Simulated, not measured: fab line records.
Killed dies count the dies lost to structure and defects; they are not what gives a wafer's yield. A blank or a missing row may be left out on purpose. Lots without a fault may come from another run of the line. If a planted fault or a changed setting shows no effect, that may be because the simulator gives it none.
fab line records    flow n5Finfet
[record] lots = 7  wafers = 21
route steps=1938 shown PASSIVATION@1930
startH: the number of hours between the record's first day and the start of the first shown wafer of the lot    waitH: hours from the lot's prior step to this one    " as in the row above    L1.1+2: one row covering several wafers at once    - no value, or no start was given    * or withheld: withheld    < > ~ a bound
route shown NAME@n: a module of which the file shows steps, and the number in the route of the first    usual: average and standard deviation across the fault-free wafers    same: alike in all rows    chamber/n: place in a boat    sites: the reading at each site    _std_site: how widely they spread, as a standard deviation    _edge_site: inner sites' mean taken away from outer sites' mean    radiusMm: for every site, how far away it sits from the centre of the wafer    mask NAME#n: copy n    behind: the most recent tool/chamber to have shaped the wafer    hold: why the lot was held/for how many hours/how that ended    device: whichever transistor did not switch (one of n, p or np)    end of line: the same wafers' tests at the end of the route    where a step has no rows: the recipe by itself    killed: dies lost to structure and defects at the first sort, not the wafer's yield    map: dies across one wafer; x = killed, . = not, _ = none there
set.NAME: the run value of the setting; set.NAME@STEP: its run value at that earlier step    model.NAME: the simulator's own value behind a step, which no gauge read
lots with deliberately changed settings; one table per step, one row per wafer
[[steps]]
[step N5_PASSIVATION_ETCH_54]
[recipe] chemistry = CHF3/O2  target = SiO2  targetDepthA = 8800  CHF3_flow_sccm = 50  O2_flow_sccm = 5  Ar_flow_sccm = 200  timeS = 440  maskMaterial = PR  pressureMtorr = 30  sourceW = 650  biasW = 170  ionEnergyEv = 200
lot.wafer   tool        chamber  startH  waitH  set.biasW
L075.1      rieDiel-06  2        253.59  0.1    162.2
L075.5+6    "           2,1      "       "      170
L079.2+4    rieDiel-02  0        281.39  0.1    170
L079.6      "           3        "       "      184.2
L078.3+6    rieDiel-02  3,2      288.75  0.1    161.2
L078.5      "           3        "       "      170
L085.1+3    rieDiel-06  1,2      328.69  0.1    192
L085.2      "           0        "       "      170
L091.3+4+5  rieDiel-05  1,3,2    376.31  0.1    170
L093.3+5    rieDiel-05  0        387.22  0.1    183.1
L093.4      "           1        "       "      170
L092.2+3+5  rieDiel-06  2,3,0    392.95  0.1    170
[step N5_PASSIVATION_STRIP_48]
[recipe] chemistry = O2  powerW = 600  tempC = 60  pressureMtorr = 30  rfFrequencyHz = 6e+07  biasPowerW = 0  overashFraction = 0.5  o2FlowSccm = 225
[step N5_PASSIVATION_STRIP_52]
[recipe] chemistry = postEtchResidueRemover  timeS = 1200  tempC = 72.5
[step N5_PASSIVATION_SRD_72]
[recipe] dry = ipaMarangoni  timeS = 30  tempC = 23  rinseLiquid = diw
[step N5_PASSIVATION_ANNEAL_56]
[recipe] tempC = 400  timeS = 1800  ambient = FGA  idleTempC = 300  rampUpCPerMin = 5  rampDownCPerMin = 3
[step N5_PASSIVATION_PROBE_49]
[usual] defectLimitedYield = 91.2/1.6  killed_at_M0_to_M3 = 34/11  killed_at_M4_up = 14/5.7  killedAtContacts = 14/6.6  killedAtFrontEnd = 37/10  killedAtOther = 4/3.2  killedDies = 104/19  killedOpen = 69/13  killedShort = 33/8.7  sort_bin_5_function = 5.1/1  sort_bin_6_memory = 3.3/0.76  sortNPass = 1076/19  sortYieldPct = 91.2/1.6
[same] grossDies = 1180  killedAtBackSide = 0  sort_bin_4_leakage[%] = 0  sort_bin_8_speed[%] = 0
lot.wafer  tool       chamber  startH  waitH  set.sourceW@PASSIVATION_PASS_ETCH_47  defectLimitedYield[%]  killed_at_M0_to_M3  killed_at_M4_up  killedAtContacts  killedAtFrontEnd  killedAtOther  killedDies  killedOpen  killedShort  sort_bin_5_function[%]  sort_bin_6_memory[%]  sortNPass  sortYieldPct[%]
L075.1     prober-02  -        256.37  0.0    485.4                                 89.5                   33                  20               41                30                0              124         72          29           5.3                     2.9                   1056       89.5
L075.5     prober-02  -        256.57  0.2    535                                   93.6                   32                  6                17                17                3              75          56          18           3.7                     2.5                   1105       93.6
L075.6     prober-02  -        256.62  0.3    485.4                                 90.5                   45                  11               18                35                3              112         66          42           6.4                     2.7                   1068       90.5
L079.2     prober-01  -        284.63  0.1    535                                   88.7                   67                  13               14                33                6              133         86          47           6.6                     4.2                   1047       88.7
L079.4     prober-01  -        284.73  0.2    535                                   89.7                   57                  12               6                 42                4              121         71          50           6.1                     3.9                   1059       89.7
L079.6     prober-01  -        284.83  0.3    535                                   0                      1101                19               19                40                1              1180        98          58           93.8                    5.6                   0          0
L078.3     prober-02  -        291.63  0.1    467.1                                 88.4                   29                  14               19                26                49             137         62          25           8.4                     2.5                   1043       88.4
L078.5     prober-02  -        291.73  0.2    535                                   94.2                   28                  14               9                 16                1              68          50          17           3.1                     2.5                   1112       94.2
L078.6     prober-02  -        291.78  0.3    535                                   92.9                   32                  12               10                28                2              84          56          26           3.9                     3.1                   1096       92.9
L085.1     prober-01  -        331.48  0.0    535                                   0                      1134                9                13                19                5              1180        48          21           97.0                    2.7                   0          0
L085.2     prober-01  -        331.53  0.1    535                                   0                      1094                13               28                41                4              1180        87          43           95.6                    4.1                   0          0
L085.3     prober-01  -        331.58  0.1    535                                   90.4                   36                  26               13                34                4              113         80          26           5.8                     3.5                   1067       90.4
L091.3     prober-02  -        379.18  0.1    535                                   92.2                   40                  14               5                 31                2              92          71          21           5.0                     2.5                   1088       92.2
L091.4     prober-02  -        379.23  0.2    535                                   91.0                   40                  7                22                37                0              106         60          35           5.8                     2.9                   1074       91.0
L091.5     prober-02  -        379.28  0.2    499.2                                 91.4                   24                  7                12                42                17             102         51          32           5.6                     2.8                   1078       91.4
L093.3     prober-01  -        390.11  0.1    563.4                                 8.8                    1001                27               27                21                0              1076        70          30           87.8                    3.2                   104        8.8
L093.4     prober-01  -        390.16  0.2    535                                   9.7                    971                 16               41                35                2              1065        91          34           85.9                    4.2                   115        9.7
L093.5     prober-01  -        390.21  0.2    563.4                                 9.8                    988                 18               28                29                1              1064        79          35           85.4                    4.2                   116        9.8
L092.2     prober-01  -        395.78  0.1    535                                   90.7                   33                  12               14                46                5              110         76          28           5.6                     2.9                   1070       90.7
L092.3     prober-01  -        395.83  0.1    535                                   90.6                   48                  15               9                 36                3              111         79          28           5.3                     3.5                   1069       90.6
L092.5     prober-01  -        395.93  0.2    535                                   90.7                   36                  11               12                44                7              110         71          39           5.0                     4.0                   1070       90.7
// killed by level:class
L075.1 MOL_CONTACT_COAG:areaAld=20 MOL_CONTACT_COAG:geometricParticle:open=17 FIN_SAQP:geometricParticle:open=8 BEOL_M0_SAQP:geometricParticle:open=8 STI_FIN_REVEAL:geometricParticle:open=6 BEOL_M0_SAQP:geometricParticle:short=6 BEOL_M4:geometricParticle:short=5 BEOL_M4:geometricParticle:open=5
L075.5 MOL_CONTACT_COAG:geometricParticle:open=13 BEOL_M2:geometricParticle:open=7 BEOL_M0_SAQP:geometricParticle:open=6 BEOL_M1:geometricParticle:open=6 BEOL_M0_SAQP:geometricParticle:short=5 MOL_CONTACT_COAG:geometricParticle:short=4 BEOL_M3:geometricParticle:open=4 BEOL_M4:geometricParticle:open=4
L075.6 BEOL_M0_SAQP:geometricParticle:open=13 MOL_CONTACT_COAG:geometricParticle:open=12 BEOL_M0_SAQP:geometricParticle:short=11 FIN_SAQP:geometricParticle:open=7 MOL_CONTACT_COAG:geometricParticle:short=6 BEOL_M4:geometricParticle:open=6 BEOL_M3:geometricParticle:open=5 BEOL_M2:geometricParticle:open=5
L079.2 BEOL_M0_SAQP:geometricParticle:open=14 BEOL_M2:geometricParticle:open=14 MOL_CONTACT_COAG:geometricParticle:open=11 BEOL_M1:geometricParticle:open=11 BEOL_M0_SAQP:geometricParticle:short=10 GATE_CUT:geometricParticle:short=7 BEOL_M2:geometricParticle:short=7 FIN_SAQP:geometricParticle:short=6
L079.4 BEOL_M0_SAQP:geometricParticle:short=18 BEOL_M0_SAQP:geometricParticle:open=17 FIN_SAQP:geometricParticle:open=11 FIN_SAQP:geometricParticle:short=7 BEOL_M1:geometricParticle:open=7 MOL_CONTACT_COAG:geometricParticle:open=6 ILD0:geometricParticle:short=5 BEOL_M0:geometricParticle:open=5
L079.6 BEOL_M0_SAQP:areaAld=1023 BEOL_M0_SAQP:geometricParticle:open=24 BEOL_M0_SAQP:geometricParticle:short=23 MOL_CONTACT_COAG:geometricParticle:open=17 FIN_SAQP:geometricParticle:short=12 BEOL_M1:geometricParticle:open=10 BEOL_M4:geometricParticle:open=10 BEOL_M2:geometricParticle:open=9
L078.3 PASSIVATION:areaEtch=47 MOL_CONTACT_COAG:geometricParticle:open=19 BEOL_M0_SAQP:geometricParticle:short=9 STI_FIN_REVEAL:geometricParticle:open=6 BEOL_M3:geometricParticle:open=6 BEOL_M0:geometricParticle:open=5 FIN_SAQP:geometricParticle:short=4 BEOL_M4:geometricParticle:open=4
L078.5 MOL_CONTACT_COAG:geometricParticle:open=8 BEOL_M0_SAQP:geometricParticle:open=8 BEOL_M1:geometricParticle:open=7 BEOL_M3:geometricParticle:open=4 STARTING-WAFER:geometricParticle:open=4 BEOL_M0_SAQP:geometricParticle:short=3 BEOL_M4:geometricParticle:open=3 FIN_SAQP:geometricParticle:open=2
L078.6 STI_FIN_REVEAL:geometricParticle:open=7 MOL_CONTACT_COAG:geometricParticle:open=7 BEOL_M1:geometricParticle:open=7 FIN_SAQP:geometricParticle:short=6 BEOL_M0_SAQP:geometricParticle:short=5 BEOL_M0_SAQP:geometricParticle:open=5 BEOL_M0:geometricParticle:open=5 FIN_SAQP:geometricParticle:open=4
L085.1 BEOL_M0_SAQP:areaAld=1107 MOL_CONTACT_COAG:geometricParticle:open=10 BEOL_M1:geometricParticle:open=7 GATE_CUT:geometricParticle:short=6 BEOL_M0:geometricParticle:open=4 BEOL_M2:geometricParticle:open=4 BEOL_M3:geometricParticle:open=4 STI_FIN_REVEAL:geometricParticle:open=3
L085.2 BEOL_M0_SAQP:areaAld=1048 MOL_CONTACT_COAG:geometricParticle:open=24 BEOL_M0_SAQP:geometricParticle:short=13 FIN_SAQP:geometricParticle:short=11 BEOL_M0_SAQP:geometricParticle:open=11 STI_FIN_REVEAL:geometricParticle:open=10 BEOL_M2:geometricParticle:open=9 BEOL_M4:geometricParticle:open=7
L085.3 BEOL_M4:geometricParticle:open=14 MOL_CONTACT_COAG:geometricParticle:open=11 DUMMY_GATE:geometricParticle:open=8 BEOL_M0_SAQP:geometricParticle:short=8 BEOL_M0_SAQP:geometricParticle:open=7 BEOL_M2:geometricParticle:open=6 STI_FIN_REVEAL:geometricParticle:open=5 BEOL_M3:geometricParticle:open=5
L091.3 BEOL_M3:geometricParticle:open=13 FIN_SAQP:geometricParticle:open=9 BEOL_M1:geometricParticle:open=8 BEOL_M0_SAQP:geometricParticle:open=7 BEOL_M8:geometricParticle:open=5 DUMMY_GATE:geometricParticle:open=4 MOL_CONTACT_COAG:geometricParticle:open=4 BEOL_M0_SAQP:geometricParticle:short=4
L091.4 MOL_CONTACT_COAG:geometricParticle:open=14 BEOL_M3:geometricParticle:open=9 BEOL_M0_SAQP:geometricParticle:short=8 BEOL_M2:geometricParticle:open=7 FIN_SAQP:geometricParticle:open=6 MOL_CONTACT_COAG:areaAld=6 STI_FIN_REVEAL:geometricParticle:short=5 GATE_CUT:geometricParticle:open=5
L091.5 PASSIVATION:areaEtch=16 MOL_CONTACT_COAG:geometricParticle:open=10 FIN_SAQP:geometricParticle:short=8 BEOL_M0_SAQP:geometricParticle:short=6 BEOL_M1:geometricParticle:open=6 STI_FIN_REVEAL:geometricParticle:open=5 BEOL_M0_SAQP:geometricParticle:open=5 STARTING-WAFER:geometricParticle:short=5
L093.3 BEOL_M0_SAQP:areaAld=952 BEOL_M3:geometricParticle:open=14 MOL_CONTACT_COAG:geometricParticle:open=11 BEOL_M11:areaEtch=11 BEOL_M0_SAQP:geometricParticle:short=10 MOL_CONTACT_COAG:areaEtch=10 BEOL_M1:geometricParticle:open=8 STI_FIN_REVEAL:geometricParticle:open=7
L093.4 BEOL_M0_SAQP:areaAld=930 MOL_CONTACT_COAG:geometricParticle:open=24 STI_FIN_REVEAL:geometricParticle:open=14 BEOL_M3:geometricParticle:open=12 MOL_CONTACT_COAG:areaEtch=9 MOL_CONTACT_COAG:geometricParticle:short=8 BEOL_M0_SAQP:geometricParticle:open=7 BEOL_M0_SAQP:geometricParticle:short=6
L093.5 BEOL_M0_SAQP:areaAld=944 MOL_CONTACT_COAG:geometricParticle:open=19 BEOL_M0_SAQP:geometricParticle:open=15 STI_FIN_REVEAL:geometricParticle:open=12 BEOL_M0_SAQP:geometricParticle:short=11 MOL_CONTACT_COAG:geometricParticle:short=9 BEOL_M3:geometricParticle:open=6 FIN_SAQP:geometricParticle:open=5
L092.2 STI_FIN_REVEAL:geometricParticle:open=13 MOL_CONTACT_COAG:geometricParticle:open=12 FIN_SAQP:geometricParticle:open=9 BEOL_M1:geometricParticle:open=9 BEOL_M3:geometricParticle:open=9 HKMG_FIN:areaEtch=5 GATE_CUT:geometricParticle:short=4 BEOL_M0_SAQP:geometricParticle:short=4
L092.3 BEOL_M0_SAQP:geometricParticle:open=12 BEOL_M2:geometricParticle:open=10 FIN_SAQP:geometricParticle:open=9 MOL_CONTACT_COAG:geometricParticle:open=8 BEOL_M3:geometricParticle:open=8 BEOL_M7:geometricParticle:open=6 FIN_SAQP:geometricParticle:short=4 BEOL_M1:geometricParticle:open=4
L092.5 FIN_SAQP:geometricParticle:open=12 MOL_CONTACT_COAG:geometricParticle:open=10 FIN_SAQP:geometricParticle:short=8 BEOL_M3:geometricParticle:open=8 BEOL_M1:geometricParticle:open=7 BEOL_M2:geometricParticle:open=7 GATE_CUT:geometricParticle:short=6 STARTING-WAFER:geometricParticle:short=5
[[key]]
[split] step = N5_PASSIVATION_ETCH_54  setting = biasW  stated = 170  by = wafer
response none clear
split outsideThisFile step=N5_PASSIVATION_PASS_ETCH_47 setting=sourceW
// split outsideThisFile: this setting was split too, and the file shows its column; the key of that split is in another file
